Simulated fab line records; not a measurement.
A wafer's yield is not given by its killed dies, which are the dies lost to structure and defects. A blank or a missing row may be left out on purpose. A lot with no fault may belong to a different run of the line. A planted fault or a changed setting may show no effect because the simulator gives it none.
Matching of chambers | flow n5 finfet | rie diel-01 running N5_BEOL_M0_STRIP_140: 4 sister chambers
The step strips in CF4. 8 wafers are shown with their chamber, then 9 later ones without.

== WAFERS, EACH WITH ITS CHAMBER ==
wafer  | chamber | drypump motor current A (A) | showerhead plenum p Torr (Torr)
L074.4 | 0       | 6.5                         | 1.90
L082.6 | 1       | 5.4                         | 1.79
L085.6 | 0       | 6.5                         | 1.89
L086.4 | 2       | 5.3                         | 1.84
L086.6 | 3       | 5.4                         | 1.83
L088.2 | 3       | 5.4                         | 1.83
L088.3 | 2       | 5.3                         | 1.84
L088.4 | 1       | 5.3                         | 1.78

== WAFERS WHOSE CHAMBER IS MISSING ==
wafer  | drypump motor current A (A) | showerhead plenum p Torr (Torr)
L090.2 | 6.5                         | 1.89
L090.3 | 5.3                         | 1.84
L090.4 | 5.4                         | 1.83
L093.1 | 5.4                         | 1.78
L093.3 | 5.4                         | 1.84
L093.4 | 5.4                         | 1.82
L095.2 | 5.4                         | 1.78
L095.5 | 5.3                         | 1.83
L095.6 | 5.4                         | 1.82

== CHAMBER TAKEN BY EACH ==
wafer  | from the rows above     | in truth
L090.2 | 0                       | 0
L090.3 | 2                       | 2
L090.4 | 3                       | 3
L093.1 | 1                       | 1
L093.3 | can't be placed: 3 or 2 | 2
L093.4 | 3                       | 3
L095.2 | 1                       | 1
L095.5 | can't be placed: 2 or 3 | 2
L095.6 | 3                       | 3
Placed correctly: 7 of 9. Can't be placed from these rows: 2 (the true chamber is among the candidates in 2). Wrongly placed: 0.
How it was worked out, from the rows above alone: a wafer's distance from a chamber is the root of the sum, over the readings, of the square of ((its reading less the chamber's mean) divided by the reading's scatter). The wafer belongs to the nearest chamber; if the next one is less than 2 further off, it can't be placed. A chamber's mean is the mean of its shown wafers. The scatter: take each reading less its chamber's mean, square it, sum over the shown wafers, divide by the number of wafers less the number of chambers, and take the root.
